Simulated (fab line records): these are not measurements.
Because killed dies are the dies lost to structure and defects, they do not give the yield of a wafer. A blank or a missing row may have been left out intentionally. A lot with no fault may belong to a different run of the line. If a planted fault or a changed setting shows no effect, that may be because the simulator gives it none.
fab line records | flow n5-finfet
[record] lots = 4 | wafers = 12 | last-day = 19
route steps=1938 shown BEOL_M4@1099 BEOL_M5@1112 BEOL_M10@1530 PASSIVATION@1936
lots that met no fault: taken from a fault-free run of the same line
start-h: hours from the record's opening day to when the first of the lot's shown wafers began | wait-h: hours since the lot's step before | " identical to the entry in the row above | L1.1+2: several wafers, shown together as one row | - no value, or no start given | * or withheld: withheld | < > ~ a bound
route shown NAME@n: a module of which the file shows steps, and the number in the route of the first | usual: mean and standard deviation over wafers with no fault | same: alike in all rows | chamber/n: place in a boat | sites: the reading at each site | _std_site: the values' standard deviation | _edge_site: inner sites' mean taken away from outer sites' mean | radius-mm: how far each site lies from the wafer's centre | mask NAME#n: copy n | behind: the most recent tool/chamber to have shaped the wafer | hold: cause of the lot's hold/its duration in hours/its outcome | device: the transistor (n, p or np) that didn't switch | end of line: at the end of the route, the tests of the same wafers | a step without rows: its recipe alone | killed: at the first sort, the dies lost to defects and structure; wafer yield is something else | map: the dies of a wafer, with x for killed, . for not killed, _ for no die there
set.NAME: the run value of the setting; set.NAME@STEP: its run value at that earlier step | model.NAME: the simulator's own value behind a step, which no gauge read
lots at some steps of the route; a table a step, a row a wafer
services: a tool's chamber out of use, with start hour (start-h, from the record's first day; less than 0 if before it), hours out, and reason
[[steps]]
[step N5_BEOL_M4_ANNEAL_95]
[recipe] temp-c = 400 | time-s = 240 | ambient = vacuum
[step N5_BEOL_M4_SPUTTER_96]
[recipe] material = Cu | target-thk-a = 45 | temp-c = -20 | chamber-pressure-pa = 0.07 | power-w = withheld | time-s = 8.29
[step N5_BEOL_M4_ECD_50]
[recipe] material = Cu | target-thk-a = 3000
[step N5_BEOL_M4_ANNEAL_51]
[recipe] temp-c = 225 | time-s = 90 | ambient = N2
[step N5_BEOL_M4_CMP_52]
[recipe] stop-on = SiOC | t-overpolish-s = 6.8 | down-force-psi = 1 | platen-rpm = 50 | clearing-platen-down-force-psi = 1.5 | clearing-platen-rpm = 50 | post-cmp-clean = cu-alkaline | target-thk-nm = 40 | clearing-platen-pad-velocity-m-s = 0.99484 | pad-velocity-m-s = 0.99484
[step N5_BEOL_M4_PRE_CLEAN_60]
[recipe] gas = NH3/H2 | time-s = 15 | temp-c = * | rf-power-w = 300
[step N5_BEOL_M4_CO_CAP_55]
[recipe] material = Co | target-thk-a = 20 | temp-c = 200 | precursor = CCTBA/H2 | pressure-torr = 30 | time-s = 102.1
[step N5_BEOL_M4_PRE_CLEAN_56]
[recipe] gas = NH3 | time-s = 15 | temp-c = withheld | rf-power-w = 300
[step N5_BEOL_M4_DEP_57]
[recipe] material = SiCN | target-thk-a = 80 | temp-c = withheld | precursor = 3MS/NH3 | pressure-torr = 3 | rf-w = 202 | time-s = 14
[step N5_BEOL_M4_RC_MEAS_101]
[usual] DIBL_N = 36.3/1.2 | DIBL_P = 36.3/1.4 | IOFF_N = 0.160/0.02 | IOFF_P = 0.210/0.025 | ION_N = 675/9.5 | ION_P = 462/7 | SS_N = 71.5/0.53 | SS_P = 73.4/0.55 | VT_N = 249.5/2.6 | VT_P = -250.1/2.9
lot.wafer | tool      | chamber | start-h | wait-h | DIBL_N[mV/V] | DIBL_P[mV/V] | IOFF_N[nA/um] | IOFF_P[nA/um] | ION_N[uA/um] | ION_P[uA/um] | SS_N[mV/dec] | SS_P[mV/dec] | VT_N[mV] | VT_P[mV]
L534.2    | prober-01 | 0       | 266.73  | 0.2    | 35.7         | 34.4         | 0.146         | 0.208         | 672          | 463          | 70.5         | 72.9         | 249.7    | -247.3
L534.5    | "         | 0       | "       | "      | 38.0         | 37.1         | 0.197         | 0.260         | 687          | 479          | 71.3         | 74.1         | 245.6    | -245.5
L534.6    | "         | 0       | "       | "      | 36.6         | 35.8         | 0.168         | 0.246         | 677          | 471          | 71.3         | 73.0         | 247.9    | -244.0
L535.3    | prober-02 | 0       | 283.28  | 0.3    | 36.1         | 35.6         | 0.153         | 0.206         | 670          | 455          | 72.4         | 74.4         | 250.6    | -252.6
L535.4    | "         | 0       | "       | "      | 35.7         | 35.1         | 0.140         | 0.183         | 656          | 457          | 71.8         | 73.2         | 254.5    | -253.1
L535.6    | "         | 0       | "       | "      | 34.8         | 35.5         | 0.134         | 0.198         | 680          | 465          | 71.3         | 73.1         | 250.1    | -254.4
L543.3    | prober-01 | 0       | 338.94  | 0.3    | 36.5         | 36.5         | 0.143         | 0.194         | 671          | 457          | 70.9         | 72.7         | 252.0    | -252.6
L543.4    | "         | 0       | "       | "      | 36.0         | 35.7         | 0.131         | 0.173         | 659          | 451          | 70.8         | 72.2         | 253.1    | -255.1
L543.6    | "         | 0       | "       | "      | 37.9         | 38.2         | 0.170         | 0.216         | 673          | 456          | 71.3         | 72.6         | 248.5    | -253.2
L547.2    | prober-01 | 0       | 356.15  | 0.2    | 36.0         | 37.3         | 0.190         | 0.201         | 660          | 448          | 72.0         | 72.8         | 247.1    | -254.9
L547.3    | "         | 0       | "       | "      | 35.3         | 37.3         | 0.179         | 0.207         | 670          | 450          | 71.0         | 73.1         | 247.2    | -250.9
L547.5    | "         | 0       | "       | "      | 36.7         | 38.6         | 0.202         | 0.221         | 684          | 455          | 71.5         | 73.9         | 247.4    | -252.8
[step N5_BEOL_M5_ILD_DEP_00]
[recipe] material = SiCOH_lowk | target-thk-a = 1406.4 | temp-c = 300 | precursor = DEMS/porogen | pressure-torr = 5 | rf-w = 500 | time-s = 25.9
[step N5_BEOL_M5_CURE_79]
[recipe] temp-c = 385 | time-s = 240 | ambient = He/Ar | material = SiCOH_lowk
[step N5_BEOL_M5_PECVD_70]
[recipe] material = SiO2 | target-thk-a = 160 | temp-c = 400 | precursor = TEOS/O2 | pressure-torr = 5.5 | rf-w = 450 | teos-flow-sccm = 53.8 | gas = O2 | flow-sccm = 3000 | time-s = 18
[step N5_BEOL_M5_HM_DEP_02]
[recipe] material = TiN | target-thk-a = 200 | temp-c = 25 | chamber-pressure-pa = 0.49996
[step N5_BEOL_M5_COAT_59]
[recipe] resist = SOC | temp-c = 250 | time-s = 60 | spin-rpm = 1500 | resist-thk-nm = 60
[step N5_BEOL_M5_COAT_60]
[recipe] resist = SiARC | temp-c = 220 | time-s = 60 | spin-rpm = 1500 | resist-thk-nm = 12
[step N5_BEOL_M5_COAT_71]
[recipe] resist = underlayer | temp-c = 205 | time-s = 60 | spin-rpm = 1500 | resist-thk-nm = 5
[step N5_BEOL_M5_COAT_05]
[recipe] resist = CAR-EUV | spin-rpm = 1500 | resist-thk-nm = 30
[step N5_BEOL_M5_EBR_07]
[recipe] solvent = PGMEA | ebr-width-mm = 1.5
[step N5_BEOL_M5_SOFTBAKE_06]
[recipe] temp-c = 110 | time-s = 60 | resist = CAR-EUV
[step N5_BEOL_M5_EXPOSE_08]
[recipe] mask-id = M5 | na = 0.33 | source-shape = annular | sigma-inner = 0.4 | sigma-outer = 0.8 | polarization = unpolarized | target-cd-nm = 28 | dose-mj = 35.75
[step N5_BEOL_M5_PEB_09]
[recipe] peb-temp-c = 100 | peb-time-s = 60 | resist = CAR-EUV
[step N5_BEOL_M5_DEVELOP_10]
[recipe] develop-time-s = 30 | developer = TMAH | resist = CAR-EUV | rinse-liquid = surfactant-rinse | dry = air-spin | dev-temp-c = 23
[step N5_BEOL_M5_DESCUM_16]
[recipe] chemistry = O2 | time-s = 7 | source-power-w = 50 | bias-power-w = 20 | pressure-mtorr = 20 | rf-frequency-hz = 2.712e+07 | temp-c = 40 | resist = CAR-EUV | o2-flow-sccm = 225
[step N5_BEOL_M5_ETCH_72]
[recipe] chemistry = N2/H2 | target = underlayer | target-depth-a = 65 | mask-material = CAR-EUV | time-s = 5.2 | ion-energy-ev = 200 | pressure-mtorr = 30 | source-w = 840 | bias-w = 150 | n2-flow-sccm = 200 | h2-flow-sccm = 200 | ends = cleared
[step N5_BEOL_M5_ETCH_61]
[recipe] chemistry = CF4 | target = SiARC | target-depth-a = 156 | mask-material = CAR-EUV | time-s = 26 | ion-energy-ev = 80 | pressure-mtorr = 40 | source-w = 545 | bias-w = 36 | Ar_flow_sccm = 100 | cf4-flow-sccm = 100 | ends = cleared
[step N5_BEOL_M5_ETCH_62]
[recipe] chemistry = N2/H2 | target = SOC | target-depth-a = 750 | overetch-a = 150 | mask-material = SiARC | temp-c = 40 | time-s = 112.5 | ion-energy-ev = 200 | pressure-mtorr = 30 | source-w = 840 | bias-w = 150 | n2-flow-sccm = 200 | h2-flow-sccm = 200
[step N5_BEOL_M5_STRIP_63]
[recipe] chemistry = N2/H2 | temp-c = 40 | n2-flow-sccm = 200 | h2-flow-sccm = 200 | rf-frequency-hz = 6e+07
[step N5_BEOL_M5_STRIP_73]
[recipe] chemistry = N2/H2 | temp-c = 40 | n2-flow-sccm = 200 | h2-flow-sccm = 200 | rf-frequency-hz = 6e+07
[step N5_BEOL_M5_STRIP_64]
[recipe] chemistry = CF4 | resist = SiARC | power-w = 300 | bias-power-w = 75 | pressure-mtorr = 50 | cf4-flow-sccm = 150 | rf-frequency-hz = 6e+07
[step N5_BEOL_M5_HM_OPEN_17]
[recipe] chemistry = Cl2/BCl3 | target-depth-a = 200 | overetch-a = 60 | target = TiN | mask-material = SOC | ion-energy-ev = 150 | pressure-mtorr = 10 | icp-w = 1000 | bias-w = 126 | Cl2_flow_sccm = 53.25 | bcl3-flow-sccm = 21.75 | Ar_flow_sccm = 25
[step N5_BEOL_M5_STRIP_19]
[recipe] chemistry = O2 | power-w = 400 | temp-c = 40 | pressure-mtorr = 30 | rf-frequency-hz = 6e+07 | bias-power-w = 0 | overash-fraction = 0.2 | o2-flow-sccm = 225
[step N5_BEOL_M5_COAT_65]
[recipe] resist = SOC | temp-c = 250 | time-s = 60 | spin-rpm = 1500 | resist-thk-nm = 60
[step N5_BEOL_M5_COAT_66]
[recipe] resist = SiARC | temp-c = 220 | time-s = 60 | spin-rpm = 1500 | resist-thk-nm = 12
[step N5_BEOL_M10_CMP_52]
[recipe] stop-on = SiCOH_lowk | t-overpolish-s = 7 | down-force-psi = 1 | platen-rpm = 50 | clearing-platen-down-force-psi = 1.5 | clearing-platen-rpm = 50 | post-cmp-clean = cu-alkaline | target-thk-nm = 140 | clearing-platen-pad-velocity-m-s = 0.99484 | pad-velocity-m-s = 0.99484
[usual] barrier-field-endpoint-s = 28.6/0.57 | motor-current-A = 6.2/0.47 | overpolish-run-s = 6.999/0.0098 | pad-life-wafers = 954/600 | time-to-endpoint-s = 64.3/2.2
lot.wafer | tool   | chamber | start-h | wait-h | barrier-field-endpoint-s | motor-current-A | overpolish-run-s | pad-life-wafers | time-to-endpoint-s
L534.2    | cmp-04 | 3       | 321.39  | 0.5    | 27.1                     | 7.0             | 6.995            | 194             | 61.9
L534.6    | "      | 1       | "       | "      | 47.0                     | 6.0             | 0.032            | -               | 87.0
L534.5    | "      | 2       | "       | "      | 28.6                     | 6.5             | 6.971            | -               | 65.4
L535.3    | cmp-04 | 2       | 338.72  | 0.2    | 28.9                     | 6.3             | 6.999            | 331             | 65.0
L535.4    | "      | 0       | "       | "      | 47.0                     | 6.0             | 0.034            | 333             | 85.9
L535.6    | "      | 2       | "       | "      | 47.0                     | 6.7             | 0.032            | -               | 85.5
L543.4    | cmp-04 | 3       | 405.04  | 0.2    | 28.8                     | 6.8             | 6.995            | 919             | 61.1
L543.3    | "      | 0       | "       | "      | 28.3                     | 5.6             | 6.990            | 920             | 65.4
L543.6    | "      | 2       | "       | "      | 28.0                     | 6.3             | 6.991            | -               | 63.5
L547.2    | cmp-04 | 3       | 413.25  | 0.2    | 28.1                     | 6.8             | 7.018            | 979             | 62.6
L547.3    | "      | 0       | "       | "      | 28.5                     | 5.8             | 7.011            | 980             | 65.1
L547.5    | "      | 2       | "       | "      | 29.5                     | 6.6             | 7.001            | -               | 65.7
[step N5_BEOL_M10_THK_MEAS_53]
[recipe] thk-meas-gauge = xrf | reads = Cu_of_BEOL_M10_ECD_50
[usual] M10_THK = 139.2/2.4
lot.wafer | tool          | chamber | start-h | wait-h | M10_THK[nm]
L534.2    | film-metro-02 | -       | 321.61  | -      | 135.7
L534.5    | "             | -       | "       | "      | 144.1
L534.6    | "             | -       | "       | "      | 266.0
L535.3    | film-metro-01 | -       | 338.98  | -      | 145.7
L535.4    | "             | -       | "       | "      | 257.0
L535.6    | "             | -       | "       | "      | 253.8
L543.3    | film-metro-02 | -       | 405.30  | -      | 139.1
L543.4    | "             | -       | "       | "      | 137.6
L543.6    | "             | -       | "       | "      | 141.0
L547.2    | film-metro-02 | -       | 413.51  | -      | 140.4
L547.3    | "             | -       | "       | "      | 136.1
L547.5    | "             | -       | "       | "      | 140.8
[step N5_BEOL_M10_INSPECT_58]
[recipe] inspect-instrument = darkfield | mode = post-dep
[usual] raw-defect-count = 72/23
lot.wafer | tool              | chamber | start-h | wait-h | raw-defect-count
L534.2    | defect-inspect-02 | -       | 321.77  | 0.0    | 39
L534.5    | "                 | -       | "       | "      | 113
L534.6    | "                 | -       | "       | "      | 2317
L535.3    | defect-inspect-02 | -       | 339.14  | 0.0    | 52
L535.4    | "                 | -       | "       | "      | 2245
L535.6    | "                 | -       | "       | "      | 2215
L543.3    | defect-inspect-02 | -       | 405.46  | 0.0    | 73
L543.4    | "                 | -       | "       | "      | 58
L543.6    | "                 | -       | "       | "      | 64
L547.2    | defect-inspect-02 | -       | 413.67  | 0.0    | 72
L547.3    | "                 | -       | "       | "      | 76
L547.5    | "                 | -       | "       | "      | 62
[step N5_PASSIVATION_PROBE_49]
[usual] defect-limited-yield = 90.9/1.3 | killed_at_M0_to_M3 = 36/11 | killed_at_M4_up = 13/5.1 | killed-at-contacts = 14/4.9 | killed-at-front-end = 41/10 | killed-at-other = 3.4/2.6 | killed-dies = 107/16 | killed-on-rim = 14/4 | killed-open = 70/11 | killed-short = 36/7.8 | sort_bin_5_function = 5.4/0.84 | sort_bin_6_memory = 3.4/0.67 | sort-n-pass = 1073/16 | sort-yield-pct = 90.9/1.3
[same] gross-dies = 1180 | killed-at-back-side = 0 | sort_bin_4_leakage[%] = 0 | sort_bin_8_speed[%] = 0
lot.wafer | tool      | chamber | start-h | wait-h | defect-limited-yield[%] | killed_at_M0_to_M3 | killed_at_M4_up | killed-at-contacts | killed-at-front-end | killed-at-other | killed-dies | killed-on-rim | killed-open | killed-short | sort_bin_5_function[%] | sort_bin_6_memory[%] | sort-n-pass | sort-yield-pct[%]
L534.2    | prober-02 | -       | 369.17  | 0.1    | 90.9                    | 24                 | 4               | 12                 | 67                  | 0               | 107         | 15            | 67          | 40           | 5.9                    | 2.9                  | 1073        | 90.9
L534.5    | prober-02 | -       | 369.32  | 0.2    | 89.3                    | 38                 | 15              | 20                 | 46                  | 7               | 126         | 19            | 87          | 36           | 5.8                    | 4.7                  | 1054        | 89.3
L534.6    | prober-02 | -       | 369.37  | 0.3    | 0                       | 22                 | 1088            | 20                 | 48                  | 2               | 1180        | 152           | 62          | 38           | 5.6                    | 2.8                  | 0           | 0
L535.3    | prober-01 | -       | 385.24  | 0.1    | 89.0                    | 38                 | 18              | 11                 | 62                  | 1               | 130         | 16            | 94          | 34           | 6.4                    | 4.5                  | 1050        | 89.0
L535.4    | prober-01 | -       | 385.29  | 0.2    | 0                       | 48                 | 1060            | 11                 | 60                  | 1               | 1180        | 152           | 95          | 34           | 6.7                    | 3.9                  | 0           | 0
L535.6    | prober-01 | -       | 385.39  | 0.3    | 0                       | 28                 | 1090            | 10                 | 48                  | 4               | 1180        | 152           | 68          | 38           | 4.7                    | 4.1                  | 0           | 0
L543.3    | prober-01 | -       | 461.13  | 0.1    | 92.0                    | 28                 | 12              | 16                 | 37                  | 1               | 94          | 11            | 71          | 22           | 4.9                    | 2.9                  | 1086        | 92.0
L543.4    | prober-01 | -       | 461.18  | 0.2    | 89.9                    | 59                 | 9               | 10                 | 37                  | 4               | 119         | 18            | 84          | 31           | 6.2                    | 3.6                  | 1061        | 89.9
L543.6    | prober-01 | -       | 461.28  | 0.3    | 89.9                    | 56                 | 13              | 9                  | 41                  | 0               | 119         | 16            | 78          | 39           | 6.5                    | 3.2                  | 1061        | 89.9
L547.2    | prober-01 | -       | 465.20  | 0.1    | 91.5                    | 50                 | 10              | 10                 | 30                  | 0               | 100         | 10            | 59          | 34           | 6.3                    | 2.0                  | 1080        | 91.5
L547.3    | prober-01 | -       | 465.25  | 0.2    | 90.8                    | 33                 | 10              | 26                 | 39                  | 1               | 109         | 21            | 77          | 27           | 5.2                    | 3.6                  | 1071        | 90.8
L547.5    | prober-01 | -       | 465.35  | 0.3    | 90.6                    | 54                 | 14              | 9                  | 34                  | 0               | 111         | 12            | 68          | 40           | 5.8                    | 3.3                  | 1069        | 90.6
// killed by level:class
L534.2 FIN_SAQP:geometric-particle:open=21 FIN_SAQP:geometric-particle:short=21 MOL_CONTACT_COAG:geometric-particle:open=11 GATE_CUT:geometric-particle:short=5 GATE_CUT:geometric-particle:open=5 BEOL_M2:geometric-particle:open=5 STI_FIN_REVEAL:geometric-particle:open=4 BEOL_M0_SAQP:geometric-particle:open=4
L534.5 FIN_SAQP:geometric-particle:open=18 MOL_CONTACT_COAG:geometric-particle:open=17 BEOL_M0_SAQP:geometric-particle:short=11 FIN_SAQP:geometric-particle:short=10 BEOL_M0_SAQP:geometric-particle:open=9 BEOL_M1:geometric-particle:open=7 BEOL_M4:geometric-particle:open=7 BEOL_M0:geometric-particle:open=5
L534.6 BEOL_M10:area-cmp=1080 MOL_CONTACT_COAG:geometric-particle:open=18 FIN_SAQP:geometric-particle:short=16 FIN_SAQP:geometric-particle:open=14 BEOL_M3:geometric-particle:open=5 STI_FIN_REVEAL:geometric-particle:open=5 BEOL_M2:geometric-particle:open=4 BEOL_M0_SAQP:geometric-particle:open=3
L535.3 FIN_SAQP:geometric-particle:open=22 STI_FIN_REVEAL:geometric-particle:open=13 BEOL_M0_SAQP:geometric-particle:open=11 BEOL_M0_SAQP:geometric-particle:short=10 BEOL_M4:geometric-particle:open=9 MOL_CONTACT_COAG:geometric-particle:open=8 BEOL_M3:geometric-particle:open=7 FIN_SAQP:geometric-particle:short=6
L535.4 BEOL_M10:area-cmp=1051 STI_FIN_REVEAL:geometric-particle:open=28 BEOL_M0_SAQP:geometric-particle:short=13 BEOL_M0_SAQP:geometric-particle:open=11 FIN_SAQP:geometric-particle:open=10 MOL_CONTACT_COAG:geometric-particle:open=10 BEOL_M2:geometric-particle:open=10 BEOL_M3:geometric-particle:open=6
L535.6 BEOL_M10:area-cmp=1072 FIN_SAQP:geometric-particle:open=11 STI_FIN_REVEAL:geometric-particle:open=11 BEOL_M2:geometric-particle:open=8 BEOL_M4:geometric-particle:open=7 MOL_CONTACT_COAG:geometric-particle:open=6 GATE_CUT:geometric-particle:short=5 BEOL_M1:geometric-particle:open=5
L543.3 MOL_CONTACT_COAG:geometric-particle:open=14 DUMMY_GATE:geometric-particle:open=10 BEOL_M3:geometric-particle:open=7 FIN_SAQP:geometric-particle:open=6 STI_FIN_REVEAL:geometric-particle:open=5 BEOL_M0_SAQP:geometric-particle:open=5 BEOL_M2:geometric-particle:open=5 FIN_SAQP:geometric-particle:short=4
L543.4 BEOL_M0_SAQP:geometric-particle:open=16 BEOL_M3:geometric-particle:open=15 BEOL_M1:geometric-particle:open=10 FIN_SAQP:geometric-particle:open=8 BEOL_M0_SAQP:geometric-particle:short=8 STI_FIN_REVEAL:geometric-particle:open=7 MOL_CONTACT_COAG:geometric-particle:short=5 MOL_CONTACT_COAG:geometric-particle:open=5
L543.6 BEOL_M0_SAQP:geometric-particle:open=13 BEOL_M0_SAQP:geometric-particle:short=9 BEOL_M1:geometric-particle:open=9 MOL_CONTACT_COAG:geometric-particle:open=8 BEOL_M3:geometric-particle:short=8 STI_FIN_REVEAL:geometric-particle:open=7 BEOL_M3:geometric-particle:open=7 STARTING-WAFER:geometric-particle:open=6
L547.2 BEOL_M0_SAQP:geometric-particle:open=15 BEOL_M0_SAQP:geometric-particle:short=14 BEOL_M3:geometric-particle:open=7 FIN_SAQP:geometric-particle:open=6 MOL_CONTACT_COAG:geometric-particle:open=6 DUMMY_GATE:geometric-particle:open=5 FIN_SAQP:geometric-particle:short=4 BEOL_M2:geometric-particle:open=4
L547.3 MOL_CONTACT_COAG:geometric-particle:open=20 FIN_SAQP:geometric-particle:open=9 BEOL_M3:geometric-particle:open=8 DUMMY_GATE:geometric-particle:open=7 BEOL_M0_SAQP:geometric-particle:short=7 BEOL_M0_SAQP:geometric-particle:open=6 BEOL_M1:geometric-particle:open=6 MOL_CONTACT_COAG:geometric-particle:short=5
L547.5 BEOL_M0_SAQP:geometric-particle:short=16 BEOL_M1:geometric-particle:open=12 BEOL_M0_SAQP:geometric-particle:open=10 MOL_CONTACT_COAG:geometric-particle:open=8 FIN_SAQP:geometric-particle:open=7 BEOL_M1:geometric-particle:short=6 BEOL_M3:geometric-particle:open=5 ILD0:geometric-particle:open=4
// map L534.6 (x killed, . not)
_________________xxxxxxxxxxxx________________
______________xxxxxxxxxxxxxxxxxx_____________
___________xxxxxxxxxxxxxxxxxxxxxxxx__________
__________xxxxxxxxxxxxxxxxxxxxxxxxxx_________
________xxxxxxxxxxxxxxxxxxxxxxxxxxxxxx_______
_______xxxxxxxxxxxxxxxxxxxxxxxxxxxxxxxx______
______xxxxxxxxxxxxxxxxxxxxxxxxxxxxxxxxxx_____
_____xxxxxxxxxxxxxxxxxxxxxxxxxxxxxxxxxxxx____
____xxxxxxxxxxxxxxxxxxxxxxxxxxxxxxxxxxxxxx___
___xxxxxxxxxxxxxxxxxxxxxxxxxxxxxxxxxxxxxxxx__
___xxxxxxxxxxxxxxxxxxxxxxxxxxxxxxxxxxxxxxxx__
__xxxxxxxxxxxxxxxxxxxxxxxxxxxxxxxxxxxxxxxxxx_
__xxxxxxxxxxxxxxxxxxxxxxxxxxxxxxxxxxxxxxxxxx_
_xxxxxxxxxxxxxxxxxxxxxxxxxxxxxxxxxxxxxxxxxxxx
_xxxxxxxxxxxxxxxxxxxxxxxxxxxxxxxxxxxxxxxxxxxx
_xxxxxxxxxxxxxxxxxxxxxxxxxxxxxxxxxxxxxxxxxxxx
_xxxxxxxxxxxxxxxxxxxxxxxxxxxxxxxxxxxxxxxxxxxx
_xxxxxxxxxxxxxxxxxxxxxxxxxxxxxxxxxxxxxxxxxxxx
_xxxxxxxxxxxxxxxxxxxxxxxxxxxxxxxxxxxxxxxxxxxx
_xxxxxxxxxxxxxxxxxxxxxxxxxxxxxxxxxxxxxxxxxxxx
_xxxxxxxxxxxxxxxxxxxxxxxxxxxxxxxxxxxxxxxxxxxx
__xxxxxxxxxxxxxxxxxxxxxxxxxxxxxxxxxxxxxxxxxx_
__xxxxxxxxxxxxxxxxxxxxxxxxxxxxxxxxxxxxxxxxxx_
___xxxxxxxxxxxxxxxxxxxxxxxxxxxxxxxxxxxxxxxx__
___xxxxxxxxxxxxxxxxxxxxxxxxxxxxxxxxxxxxxxxx__
____xxxxxxxxxxxxxxxxxxxxxxxxxxxxxxxxxxxxxx___
_____xxxxxxxxxxxxxxxxxxxxxxxxxxxxxxxxxxxx____
______xxxxxxxxxxxxxxxxxxxxxxxxxxxxxxxxxx_____
_______xxxxxxxxxxxxxxxxxxxxxxxxxxxxxxxx______
________xxxxxxxxxxxxxxxxxxxxxxxxxxxxxx_______
__________xxxxxxxxxxxxxxxxxxxxxxxxxx_________
___________xxxxxxxxxxxxxxxxxxxxxxxx__________
______________xxxxxxxxxxxxxxxxxx_____________
_________________xxxxxxxxxxxx________________
// map L535.4 (x killed, . not)
_________________xxxxxxxxxxxx________________
______________xxxxxxxxxxxxxxxxxx_____________
___________xxxxxxxxxxxxxxxxxxxxxxxx__________
__________xxxxxxxxxxxxxxxxxxxxxxxxxx_________
________xxxxxxxxxxxxxxxxxxxxxxxxxxxxxx_______
_______xxxxxxxxxxxxxxxxxxxxxxxxxxxxxxxx______
______xxxxxxxxxxxxxxxxxxxxxxxxxxxxxxxxxx_____
_____xxxxxxxxxxxxxxxxxxxxxxxxxxxxxxxxxxxx____
____xxxxxxxxxxxxxxxxxxxxxxxxxxxxxxxxxxxxxx___
___xxxxxxxxxxxxxxxxxxxxxxxxxxxxxxxxxxxxxxxx__
___xxxxxxxxxxxxxxxxxxxxxxxxxxxxxxxxxxxxxxxx__
__xxxxxxxxxxxxxxxxxxxxxxxxxxxxxxxxxxxxxxxxxx_
__xxxxxxxxxxxxxxxxxxxxxxxxxxxxxxxxxxxxxxxxxx_
_xxxxxxxxxxxxxxxxxxxxxxxxxxxxxxxxxxxxxxxxxxxx
_xxxxxxxxxxxxxxxxxxxxxxxxxxxxxxxxxxxxxxxxxxxx
_xxxxxxxxxxxxxxxxxxxxxxxxxxxxxxxxxxxxxxxxxxxx
_xxxxxxxxxxxxxxxxxxxxxxxxxxxxxxxxxxxxxxxxxxxx
_xxxxxxxxxxxxxxxxxxxxxxxxxxxxxxxxxxxxxxxxxxxx
_xxxxxxxxxxxxxxxxxxxxxxxxxxxxxxxxxxxxxxxxxxxx
_xxxxxxxxxxxxxxxxxxxxxxxxxxxxxxxxxxxxxxxxxxxx
_xxxxxxxxxxxxxxxxxxxxxxxxxxxxxxxxxxxxxxxxxxxx
__xxxxxxxxxxxxxxxxxxxxxxxxxxxxxxxxxxxxxxxxxx_
__xxxxxxxxxxxxxxxxxxxxxxxxxxxxxxxxxxxxxxxxxx_
___xxxxxxxxxxxxxxxxxxxxxxxxxxxxxxxxxxxxxxxx__
___xxxxxxxxxxxxxxxxxxxxxxxxxxxxxxxxxxxxxxxx__
____xxxxxxxxxxxxxxxxxxxxxxxxxxxxxxxxxxxxxx___
_____xxxxxxxxxxxxxxxxxxxxxxxxxxxxxxxxxxxx____
______xxxxxxxxxxxxxxxxxxxxxxxxxxxxxxxxxx_____
_______xxxxxxxxxxxxxxxxxxxxxxxxxxxxxxxx______
________xxxxxxxxxxxxxxxxxxxxxxxxxxxxxx_______
__________xxxxxxxxxxxxxxxxxxxxxxxxxx_________
___________xxxxxxxxxxxxxxxxxxxxxxxx__________
______________xxxxxxxxxxxxxxxxxx_____________
_________________xxxxxxxxxxxx________________
[[services]]
tool   | chamber | start-h | hours | kind
cmp-04 | -       | 300.11  | 4.0   | pm
cmp-04 | -       | 304.11  | -     | consumable-replace:conditioner
cmp-04 | -       | 304.11  | -     | consumable-replace:pad
cmp-04 | -       | 408.34  | 1.2   | repair
[[key]]
[first-sign] step = N5_BEOL_M10_CMP_52 | reading = overpolish-run-s | direction = down | sigmas = 99+ | usual = 6.999 | struck = 0.033
[effect] step = N5_BEOL_M10_CMP_52 | reading = barrier-field-endpoint-s | direction = up | sigmas = 32 | usual = 28.6 | struck = 47.0
[effect] step = N5_BEOL_M10_THK_MEAS_53 | reading = M10_THK | direction = up | sigmas = 49 | usual = 139.2 | struck = 258.9
[effect] step = N5_BEOL_M10_INSPECT_58 | reading = raw-defect-count | direction = up | sigmas = 93 | usual = 72 | struck = 2259
[effect] step = N5_PASSIVATION_PROBE_49 | reading = killed_at_M4_up | direction = up | sigmas = 99+ | usual = 13 | struck = 1079
[more-kills-born-at] N5_BEOL_M10_CMP_52@cmp-04 = 3203
met-at N5_BEOL_M10_CMP_52
struck-wafers L534.6,L535.4,L535.6
later-rows-left-out L534.6,L535.4,L535.6
[fault] kind = process-parameter-drift | tool = cmp-04 | chamber = - | onset-h = 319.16 | steps = N5_BEOL_M10_CMP_52 | channel = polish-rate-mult | offset = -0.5 | shape = step | end-h = 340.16 | scope = struck-wafers-only
// later-rows-left-out: the simulator's readings of these wafers behind a module that went badly wrong aren't trusted and aren't shown, but for the sort
